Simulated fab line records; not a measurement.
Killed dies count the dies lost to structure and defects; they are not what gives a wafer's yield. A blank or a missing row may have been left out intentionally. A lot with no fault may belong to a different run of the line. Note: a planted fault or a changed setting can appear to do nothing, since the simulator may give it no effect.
Chamber matching | flow n5Finfet | N5_BEOL_M14_ETCH_67 on rieDiel-01: 4 sister chambers
The step etches SiARC in CF4, target depth 143 nm, time 238.3 s. 20 wafers are shown with their chamber, then 10 later ones without.

EACH WAFER AND ITS CHAMBER
wafer  | chamber | showerheadPlenumPTorr (Torr) | throttleValvePct (%) | drypumpMotorCurrentA (A)
L074.3 | 2       | 2.20                         | 16.0                 | 5.7
L074.4 | 1       | 2.17                         | 15.0                 | 6.5
L074.6 | 0       | 2.28                         | 15.7                 | 6.3
L081.3 | 2       | 2.19                         | 16.1                 | 5.7
L081.5 | 2       | 2.19                         | 16.1                 | 5.7
L081.6 | 3       | 2.10                         | 15.7                 | 5.8
L083.1 | 1       | 2.17                         | 15.0                 | 6.5
L083.4 | 3       | 2.10                         | 15.7                 | 5.7
L083.6 | 1       | 2.17                         | 15.1                 | 6.5
L084.1 | 0       | 2.27                         | 15.7                 | 6.3
L084.4 | 2       | 2.19                         | 16.1                 | 5.7
L084.6 | 1       | 2.17                         | 15.0                 | 6.6
L085.1 | 2       | 2.19                         | 16.1                 | 5.7
L085.2 | 0       | 2.27                         | 15.7                 | 6.3
L085.3 | 3       | 2.10                         | 15.7                 | 5.8
L087.1 | 2       | 2.19                         | 16.1                 | 5.7
L087.3 | 3       | 2.10                         | 15.7                 | 5.8
L087.5 | 3       | 2.10                         | 15.7                 | 5.8
L090.1 | 0       | 2.27                         | 15.7                 | 6.3
L090.3 | 1       | 2.16                         | 15.1                 | 6.5

SIGNATURES (averages over the wafers above)
reading               | chamber 0 | chamber 1 | chamber 2 | chamber 3 | scatter within a chamber
showerheadPlenumPTorr | 2.2725    | 2.1680    | 2.1917    | 2.1000    | 0.00386
throttleValvePct      | 15.700    | 15.040    | 16.083    | 15.700    | 0.0356
drypumpMotorCurrentA  | 6.300     | 6.520     | 5.700     | 5.780     | 0.0316
Rule: for each reading, subtract the chamber's mean from the wafer's reading, divide by that reading's scatter and square the result; add these up over the readings and take the root, which gives the wafer's distance from the chamber. If the next closest chamber is less than 2 further off than the closest, the wafer can't be placed; otherwise it belongs to the closest. How the scatter is found: for the shown wafers, subtract from each reading the mean of its chamber, square and add these, divide the total by (wafers less chambers), then take the root.

WAFERS WITHOUT THEIR CHAMBER
wafer  | showerheadPlenumPTorr (Torr) | throttleValvePct (%) | drypumpMotorCurrentA (A)
L090.6 | 2.27                         | 15.7                 | 6.3
L092.1 | 2.10                         | 15.7                 | 5.7
L092.2 | 2.27                         | 15.7                 | 6.3
L092.3 | 2.19                         | 16.1                 | 5.7
L093.1 | 2.27                         | 15.8                 | 6.3
L093.3 | 2.16                         | 15.1                 | 6.6
L093.4 | 2.10                         | 15.7                 | 5.7
L096.3 | 2.18                         | 15.6                 | 5.7
L096.5 | 2.16                         | 15.1                 | 6.5
L096.6 | 2.18                         | 15.6                 | 5.7

WHICH CHAMBER EACH ONE RAN IN
wafer  | from the rows above | in truth
L090.6 | 0                   | 0
L092.1 | 3                   | 3
L092.2 | 0                   | 0
L092.3 | 2                   | 2
L093.1 | 0                   | 0
L093.3 | 1                   | 1
L093.4 | 3                   | 3
L096.3 | 2                   | 2
L096.5 | 1                   | 1
L096.6 | 2                   | 2
Correct placement for 10 of the 10. Can't be placed from these rows: 0. Number placed wrongly: 0.
